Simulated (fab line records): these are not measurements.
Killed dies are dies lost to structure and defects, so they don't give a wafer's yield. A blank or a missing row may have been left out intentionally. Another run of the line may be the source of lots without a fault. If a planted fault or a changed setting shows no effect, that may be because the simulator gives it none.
3 desks, one fault -- flow n5_finfet -- every desk sees just its own numbers, and what lay behind them comes last

DESK OF THE TOOL OWNER: laser_anneal-02
At N5_SD_ACTIVATION_LSA_01 (time 0.0008 s), the tool's own readings, given per lot that ran on this tool as the mean of the sampled wafers with a number. Marked OUT: a lot whose mean sits more than 4 standard deviations from the usual mean, which makes it out of limits; the brackets give that distance.
Columns: A = wafer_temp_C_max at N5_SD_ACTIVATION_LSA_01, usual 1087.7
lot,first seen here,A
L466,day 3 19:12,1085.8
L468,day 4 06:23,1086.7
L476,day 6 06:18,1100.2 (+6.6) OUT
L478,day 6 15:54,1098.9 (+5.9) OUT
L480,day 7 11:37,1098.9 (+5.9) OUT
This desk finds L476, L478, L480 out of limits, L476 being first, at day 6 06:18 (wafer_temp_C_max at N5_SD_ACTIVATION_LSA_01). L466, L468 stayed within limits.

THE DEFECT DESK
Lot by lot, what the route's inspections counted, given as the mean of those sampled wafers with a number. Marked OUT: a lot whose mean sits more than 4 standard deviations from the usual mean, which makes it out of limits; the brackets give that distance.
Columns: A = raw_defect_count at N5_SD_EPI_N_INSPECT_26, usual 194
lot,first seen here,A
L465,day 3 07:49,188
L466,day 3 14:47,196
L468,day 4 02:00,204
L476,day 6 01:59,239
L478,day 6 11:20,183
L480,day 7 05:40,202
L481,day 7 15:13,174
L485,day 8 10:50,205
L488,day 9 07:37,190
Result from this desk: across the 9 lots, nothing is out of limits.

THE METROLOGY DESK
What the gauges read, lot by lot, whatever tool the lot ran on: means of the sampled wafers that have a number. Marked OUT: a lot whose mean sits more than 4 standard deviations from the usual mean, which makes it out of limits; the brackets give that distance. Of its 16 readings 7 are shown: the one that was out of limits first, and those that lie furthest out on some lot.
Columns: A = RS_SD_N at N5_SD_ACTIVATION_RS_MEAS_03, usual 21.8 ohm/sq; B = RS_SD_P at N5_SD_ACTIVATION_RS_MEAS_03, usual 56.2 ohm/sq; C = IOFF_P at N5_BEOL_M4_RC_MEAS_101, usual 0.20 nA/um; D = ION_N at N5_BEOL_M4_RC_MEAS_101, usual 672 uA/um; E = RC_DENSE_N at N5_BEOL_M4_RC_MEAS_101, usual 19.1 ohm.um; F = RC_N at N5_BEOL_M4_RC_MEAS_101, usual 15.5 ohm.um; G = RS_SD_N at N5_BEOL_M4_RC_MEAS_101, usual 28.3 ohm/sq
lot,first seen here,A,B,C,D,E,F,G
L465,day 3 12:31,22.1,58.0,0.16,665,18.8,15.4,28.6
L466,day 3 19:23,21.9,57.0,0.18,664,19.1,15.7,28.7
L468,day 4 06:35,21.6,57.5,0.27,694,18.8,15.3,28.0
L476,day 6 06:30,20.1 (-4.9) OUT,56.3,0.20,674,17.8,14.6,26.1 (-4.8) OUT
L478,day 6 16:05,20.0 (-5.3) OUT,55.8,0.20,678,17.9,14.5,26.2 (-4.6) OUT
L480,day 7 11:49,20.4 (-4.1) OUT,55.7,0.20,682,17.6,14.4,26.5
L481,day 7 19:54,21.8,56.6,0.22,677,19.2,15.6,28.3
L485,day 8 15:46,21.4,57.3,0.22,676,19.3,15.7,28.1
L488,day 9 12:39,21.9,56.8,0.22,669,18.4,15.0,28.2
Finding of this desk: L476, L478, L480 out of limits, first seen on L476 at day 6 06:30 (RS_SD_N at N5_SD_ACTIVATION_RS_MEAS_03). L465, L466, L468, L481, L485, L488 stayed within limits.

PUT TOGETHER
At day 6 06:18, on L476, L478, L480, the tool owner's desk was in a position to raise an alarm.
L476, L478, L480 would have let the metrology desk raise an alarm at day 6 06:30.
The defect desk saw nothing out of limits.
The defect desk has L476, L478, L480 on record, within its limits.
All the named lots went through N5_SD_ACTIVATION_LSA_01 on laser_anneal-02.

WHAT WAS PUT IN BY THE SIMULATOR
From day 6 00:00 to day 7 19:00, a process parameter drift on laser_anneal-02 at N5_SD_ACTIVATION_LSA_01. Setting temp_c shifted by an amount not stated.
Shown lots that were struck: L476, L478, L480.
Hours from the fault's start to each desk's first reading out of limits: the tool owner's desk, 6; the metrology desk, 6.
